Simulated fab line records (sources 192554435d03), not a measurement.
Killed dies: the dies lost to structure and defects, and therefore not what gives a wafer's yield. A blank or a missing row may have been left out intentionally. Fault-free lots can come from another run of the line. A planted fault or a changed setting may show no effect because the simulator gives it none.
The same fault as seen by 2 desks :: flow n5 finfet :: each desk has only its own numbers; what lay behind them comes last

== TOOL OWNER'S DESK, rie metal-03 ==
The tool's own readings at N5_MIM_BOT_ETCH_ETCH_00 (etches TiN in Cl2/BCl3, target depth 45.5 nm): means of the sampled wafers that have a number, for each lot that ran on this tool. Any lot whose mean is over 4 standard deviations away from the usual mean is out of limits and marked OUT; that distance is given in the brackets.
Columns: A = drypump motor current A at N5_MIM_BOT_ETCH_ETCH_00, usual 5.3 A; B = oes product au at N5_MIM_BOT_ETCH_ETCH_00, usual 0.81 a.u.; C = throttle valve pct at N5_MIM_BOT_ETCH_ETCH_00, usual 21.85 %
lot: L766
first seen here: day 11 15:05
A: 5.4
B: 0.87
C: 21.87

lot: L776
first seen here: day 14 23:10
A: 5.1
B: 0.72
C: 22.06

lot: L787
first seen here: day 17 17:56
A: 5.4
B: 0.82
C: 21.89
Finding of this desk: none of the 3 lots has anything out of limits.

== METROLOGY DESK ==
Lot by lot, what the gauges showed, no matter which tool ran the lot: averages of those sampled wafers that carry a number. Any lot whose mean is over 4 standard deviations away from the usual mean is out of limits and marked OUT; that distance is given in the brackets. Of its 10 readings 7 are shown: those that lie furthest out on some lot.
Columns: A = DIBL_N at N5_BEOL_M4_RC_MEAS_101, usual 36.5 mV/V; B = DIBL_P at N5_BEOL_M4_RC_MEAS_101, usual 36.5 mV/V; C = IOFF_N at N5_BEOL_M4_RC_MEAS_101, usual 0.163 nA/um; D = SS_N at N5_BEOL_M4_RC_MEAS_101, usual 71.5 mV/dec; E = SS_P at N5_BEOL_M4_RC_MEAS_101, usual 73.4 mV/dec; F = VT_N at N5_BEOL_M4_RC_MEAS_101, usual 249.7 mV; G = VT_P at N5_BEOL_M4_RC_MEAS_101, usual -250 mV
lot: L766
first seen here: day 7 20:59
A: 36.9
B: 36.6
C: 0.156
D: 71.5
E: 72.8
F: 249.5
G: -249

lot: L767
first seen here: day 8 03:10
A: 37.3
B: 35.5
C: 0.148
D: 71.3
E: 73.5
F: 253.4
G: -249

lot: L769
first seen here: day 9 04:06
A: 35.4
B: 36.9
C: 0.147
D: 71.3
E: 73.2
F: 252.1
G: -253

lot: L774
first seen here: day 9 22:42
A: 35.1
B: 34.3
C: 0.138
D: 71.5
E: 72.8
F: 250.6
G: -247

lot: L776
first seen here: day 10 21:46
A: 37.0
B: 37.7
C: 0.163
D: 71.5
E: 73.8
F: 250.1
G: -250

lot: L782
first seen here: day 11 22:12
A: 34.9
B: 34.7
C: 0.137
D: 70.8
E: 73.0
F: 251.3
G: -251

lot: L786
first seen here: day 13 02:41
A: 38.4
B: 37.8
C: 0.178
D: 71.4
E: 74.2
F: 248.9
G: -247

lot: L787
first seen here: day 13 10:22
A: 35.5
B: 36.7
C: 0.153
D: 71.4
E: 73.3
F: 251.1
G: -254

lot: L788
first seen here: day 13 22:22
A: 34.7
B: 36.4
C: 0.149
D: 71.5
E: 73.1
F: 250.7
G: -249
Finding of this desk: none of the 9 lots has anything out of limits.

== TAKEN TOGETHER ==
Nothing out of limits was seen by the tool owner's desk.
From the metrology desk's view, nothing was out of limits.

== WHAT THE SIMULATOR HAD INSERTED ==
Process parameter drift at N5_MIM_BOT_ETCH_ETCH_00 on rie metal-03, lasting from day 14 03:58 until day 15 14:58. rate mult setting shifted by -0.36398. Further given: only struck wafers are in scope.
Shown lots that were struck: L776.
